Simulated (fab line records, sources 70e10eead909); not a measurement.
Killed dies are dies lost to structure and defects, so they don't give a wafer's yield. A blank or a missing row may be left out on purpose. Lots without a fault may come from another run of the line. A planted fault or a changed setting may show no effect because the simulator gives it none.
Chamber matching | flow nand_harc | NHARC_A_BLC_STRIP_21 on rie_diel-07: 4 sister chambers
The step strips in O2. 36 wafers are shown with their chamber, then 12 later ones without.

WAFERS WITH THEIR CHAMBER
wafer  | chamber | showerhead_plenum_p_Torr (Torr) | drypump_motor_current_A (A) | oes_product_au (a.u.)
L076.2 | 0       | 3.38                            | 6.0                         | 1.007
L076.4 | 1       | 3.41                            | 5.8                         | 0.993
L076.6 | 0       | 3.38                            | 6.0                         | 1.011
L080.3 | 3       | 3.72                            | 5.6                         | 1.004
L080.4 | 1       | 3.41                            | 5.8                         | 0.988
L080.5 | 3       | 3.72                            | 5.6                         | 1.016
L078.3 | 0       | 3.38                            | 6.0                         | 1.008
L078.4 | 2       | 3.30                            | 5.8                         | 1.012
L078.6 | 1       | 3.41                            | 5.7                         | 0.982
L085.1 | 0       | 3.38                            | 6.0                         | 1.016
L085.2 | 2       | 3.30                            | 5.8                         | 1.014
L085.4 | 3       | 3.72                            | 5.6                         | 0.998
L084.1 | 1       | 3.41                            | 5.7                         | 0.996
L084.2 | 0       | 3.38                            | 5.9                         | 1.004
L084.3 | 2       | 3.30                            | 5.8                         | 1.005
L084.4 | 3       | 3.72                            | 5.7                         | 1.004
L084.5 | 2       | 3.30                            | 5.8                         | 1.012
L084.6 | 1       | 3.41                            | 5.7                         | 0.993
L088.2 | 3       | 3.72                            | 5.6                         | 1.007
L088.4 | 0       | 3.38                            | 6.0                         | 1.011
L088.5 | 1       | 3.41                            | 5.7                         | 0.998
L087.2 | 0       | 3.38                            | 6.0                         | 1.010
L087.4 | 1       | 3.41                            | 5.8                         | 0.982
L087.5 | 1       | 3.41                            | 5.7                         | 1.001
L087.1 | 3       | 3.71                            | 5.6                         | 1.007
L087.3 | 2       | 3.30                            | 5.8                         | 1.015
L087.6 | 0       | 3.38                            | 6.0                         | 1.005
L086.1 | 3       | 3.71                            | 5.6                         | 0.992
L086.2 | 1       | 3.41                            | 5.7                         | 0.988
L086.4 | 0       | 3.38                            | 6.0                         | 1.013
L092.3 | 3       | 3.71                            | 5.6                         | 1.010
L092.4 | 2       | 3.30                            | 5.8                         | 1.000
L092.6 | 2       | 3.30                            | 5.8                         | 1.014
L091.2 | 1       | 3.41                            | 5.7                         | 0.991
L091.3 | 0       | 3.37                            | 6.0                         | 1.017
L091.4 | 2       | 3.30                            | 5.8                         | 1.002

SIGNATURES (means of the wafers above)
reading                  | chamber 0 | chamber 1 | chamber 2 | chamber 3 | scatter within a chamber
showerhead_plenum_p_Torr | 3.3790    | 3.4100    | 3.3000    | 3.7163    | 0.00294
drypump_motor_current_A  | 5.990     | 5.730     | 5.800     | 5.612     | 0.0348
oes_product_au           | 1.01020   | 0.99120   | 1.00925   | 1.00475   | 0.00601
Rule: a wafer's distance from a chamber is the root of the sum, over the readings, of the square of ((its reading less the chamber's mean) divided by the reading's scatter). The wafer belongs to the nearest chamber; if the next one is less than 2 further off, it can't be placed. The scatter: the root of (the sum of the squares of (reading less its chamber's mean) over the shown wafers, divided by (wafers less chambers)).

WAFERS WITHOUT THEIR CHAMBER
wafer  | showerhead_plenum_p_Torr (Torr) | drypump_motor_current_A (A) | oes_product_au (a.u.)
L094.2 | 3.41                            | 5.8                         | 0.985
L094.3 | 3.71                            | 5.6                         | 1.003
L094.4 | 3.30                            | 5.8                         | 1.002
L093.1 | 3.41                            | 5.7                         | 0.999
L093.3 | 3.71                            | 5.6                         | 0.995
L093.6 | 3.30                            | 5.8                         | 1.008
L097.1 | 3.37                            | 6.0                         | 1.007
L097.4 | 3.71                            | 5.6                         | 0.999
L097.6 | 3.41                            | 5.7                         | 0.990
L096.1 | 3.40                            | 5.8                         | 1.002
L096.3 | 3.71                            | 5.6                         | 1.000
L096.5 | 3.37                            | 6.0                         | 1.015

WHICH CHAMBER EACH WENT THROUGH
wafer  | from the rows above | in truth
L094.2 | 1                   | 1
L094.3 | 3                   | 3
L094.4 | 2                   | 2
L093.1 | 1                   | 1
L093.3 | 3                   | 3
L093.6 | 2                   | 2
L097.1 | 0                   | 0
L097.4 | 3                   | 3
L097.6 | 1                   | 1
L096.1 | 1                   | 1
L096.3 | 3                   | 3
L096.5 | 0                   | 0
Placed correctly: 12 of 12. Can't be placed from these rows: 0. Placed wrongly: 0.
